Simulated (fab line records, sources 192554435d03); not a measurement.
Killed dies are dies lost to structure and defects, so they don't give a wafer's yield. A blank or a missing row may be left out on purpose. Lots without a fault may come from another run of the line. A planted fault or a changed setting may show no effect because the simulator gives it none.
Which tool did it? | flow n5_finfet | 10 lots, 30 wafers sampled, at 2 steps of a route of 1938

WHAT THE GAUGES READ, wafer by wafer
N5_BEOL_M10_RS_MEAS_57: measures by four-point-probe.
lot  | measured     | on            | M10_RS (ohm/sq)
L170 | day 11 15:31 | film_metro-01 | 0.1487 0.1541 0.1526
L168 | day 11 17:56 | film_metro-01 | 0.1532 0.1539 0.1518
L169 | day 12 06:49 | film_metro-02 | 0.1507 0.1503 0.1514
L173 | day 13 16:58 | film_metro-02 | 0.1542 0.1522 0.1567
L174 | day 15 20:40 | film_metro-01 | 0.1490 0.1516 0.1514
L179 | day 16 02:05 | film_metro-02 | 0.1491 0.1570 0.1496
L178 | day 16 03:47 | film_metro-01 | 0.1485 0.1515 0.1505
L181 | day 16 07:57 | film_metro-01 | 0.1515 0.1480 0.1547
L188 | day 17 20:17 | film_metro-02 | 0.1553 0.1543 0.1532
L187 | day 18 13:32 | film_metro-02 | 0.1519 0.1529 0.1534

WHICH TOOL RAN EACH LOT (tool, then ch and the chambers of the sampled wafers, then the start)
lot  | N5_BEOL_M10_TRENCH_ETCH_37
L170 | rie_diel-04 ch 1,2, day 11 15:31 or earlier
L168 | rie_diel-05 ch 0,2,3, day 11 17:56 or earlier
L169 | rie_diel-01 ch 1,3, day 12 06:49 or earlier
L173 | rie_diel-05 ch 1,2,3, day 13 16:58 or earlier
L174 | rie_diel-01 ch 0,3, day 15 20:40 or earlier
L179 | rie_diel-04 ch 1,2,3, day 16 02:05 or earlier
L178 | rie_diel-01 ch 0,2, day 16 03:47 or earlier
L181 | rie_diel-04 ch 0,1,2, day 16 07:57 or earlier
L188 | rie_diel-01 ch 1,3, day 17 20:17 or earlier
L187 | rie_diel-04 ch 0,1,3, day 18 13:32 or earlier
- N5_BEOL_M10_TRENCH_ETCH_37: etches SiCOH lowk in C4F6/O2, target depth 148.83 nm, time 48 s.

THE ANSWER, worked out from the rows above alone
Rule: what is usual is taken from the lots themselves. Put in order of their means at a reading, lots are off if they are a third of the lots or fewer, leave a main group of 4 or more, and stand apart from it by a gap of 3 or more times the standard deviation of the main group's means; of several such gaps the widest counts. A main group whose means are all the same, to the digits that the tables above print for the reading, isn't used. A lot without any number at a reading at which 4 lots or more have one is off too. The other lots that the step has rows for count as sound.
No lot is off at any reading shown: from this, nothing can be told.

WHAT THE SIMULATOR HAD PUT IN
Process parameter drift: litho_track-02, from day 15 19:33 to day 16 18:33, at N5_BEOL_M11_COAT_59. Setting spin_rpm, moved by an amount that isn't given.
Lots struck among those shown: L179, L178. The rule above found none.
